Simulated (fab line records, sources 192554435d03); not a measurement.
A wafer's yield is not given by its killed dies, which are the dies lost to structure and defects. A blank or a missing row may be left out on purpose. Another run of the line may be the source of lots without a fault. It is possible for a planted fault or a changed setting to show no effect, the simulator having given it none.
Chamber matching + flow n5-finfet + N5_BEOL_M0_SAQP_STRIP_108 on rie-diel-01 has 4 sister chambers
The step strips in N2/H2. 7 wafers are shown with their chamber, then 8 later ones without.

## WAFERS WITH THEIR CHAMBER
| wafer  | chamber | showerhead-plenum-p-Torr (Torr) | throttle-valve-pct (%) |
|--------|---------|---------------------------------|------------------------|
| L079.3 | 1       | 3.19                            | 19.54                  |
| L079.4 | 0       | 3.31                            | 18.78                  |
| L079.6 | 2       | 3.41                            | 19.21                  |
| L080.3 | 3       | 3.44                            | 18.66                  |
| L080.4 | 1       | 3.19                            | 19.55                  |
| L080.5 | 3       | 3.44                            | 18.65                  |
| L085.1 | 2       | 3.40                            | 19.22                  |

## WAFERS WITHOUT THEIR CHAMBER
| wafer  | showerhead-plenum-p-Torr (Torr) | throttle-valve-pct (%) |
|--------|---------------------------------|------------------------|
| L085.2 | 3.43                            | 18.69                  |
| L085.6 | 3.30                            | 18.81                  |
| L086.3 | 3.43                            | 18.68                  |
| L086.5 | 3.40                            | 19.23                  |
| L086.6 | 3.43                            | 18.67                  |
| L093.1 | 3.29                            | 18.86                  |
| L093.4 | 3.40                            | 19.26                  |
| L093.5 | 3.18                            | 19.58                  |

## CHAMBER TAKEN BY EACH
| wafer  | from the rows above | in truth |
|--------|---------------------|----------|
| L085.2 | 3                   | 3        |
| L085.6 | 0                   | 0        |
| L086.3 | 3                   | 3        |
| L086.5 | 2                   | 2        |
| L086.6 | 3                   | 3        |
| L093.1 | 0                   | 0        |
| L093.4 | 2                   | 2        |
| L093.5 | 1                   | 1        |
Correct placement for 8 of the 8. From these rows, 0 cannot be placed. Placed wrongly: 0.
How it was worked out, from the rows above alone: a wafer's distance from a chamber is the root of the sum, over the readings, of the square of ((its reading less the chamber's mean) divided by the reading's scatter). If the next closest chamber is less than 2 further off than the closest, the wafer can't be placed; otherwise it belongs to the closest. For every chamber, the mean is computed from those of its wafers that are shown. How the scatter is found: for the shown wafers, subtract from each reading the mean of its chamber, square and add these, divide the total by (wafers less chambers), then take the root.
